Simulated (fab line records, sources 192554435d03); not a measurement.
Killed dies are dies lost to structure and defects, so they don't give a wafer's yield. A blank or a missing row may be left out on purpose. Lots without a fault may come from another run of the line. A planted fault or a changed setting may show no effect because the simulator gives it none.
Chamber matching | flow n5_finfet | N5_BEOL_M2_ETCH_74 on rie_diel-05: 4 sister chambers
The step etches underlayer in N2/H2, target depth 6.5 nm, time 5.2 s. 4 wafers are shown with their chamber, then 12 later ones without.

WAFERS WITH THEIR CHAMBER
wafer  | chamber | drypump_motor_current_A (A)
L090.2 | 3       | 4.9
L091.1 | 1       | 6.4
L091.2 | 0       | 6.0
L091.3 | 2       | 6.6

WAFERS WITHOUT THEIR CHAMBER
wafer  | drypump_motor_current_A (A)
L091.4 | 4.9
L091.5 | 4.9
L091.6 | 6.6
L092.4 | 6.6
L092.5 | 4.9
L092.6 | 6.0
L094.1 | 5.9
L094.5 | 4.9
L094.6 | 6.0
L095.2 | 4.9
L095.3 | 6.0
L095.4 | 6.6

WHICH CHAMBER EACH WENT THROUGH
wafer  | from the rows above | in truth
L091.4 | 3                   | 3
L091.5 | 3                   | 3
L091.6 | 2                   | 2
L092.4 | 2                   | 2
L092.5 | 3                   | 3
L092.6 | 0                   | 0
L094.1 | 0                   | 0
L094.5 | 3                   | 3
L094.6 | 0                   | 0
L095.2 | 3                   | 3
L095.3 | 0                   | 0
L095.4 | 2                   | 2
Placed correctly: 12 of 12. Can't be placed from these rows: 0. Placed wrongly: 0.
How it was worked out, from the rows above alone: a wafer's distance from a chamber is the root of the sum, over the readings, of the square of ((its reading less the chamber's mean) divided by the reading's scatter). The wafer belongs to the nearest chamber; if the next one is less than 2 further off, it can't be placed. A chamber's mean is the mean of its shown wafers. The scatter: with one shown wafer a chamber, the root of the mean of the squares of how far each hidden wafer lies from its nearest shown one.
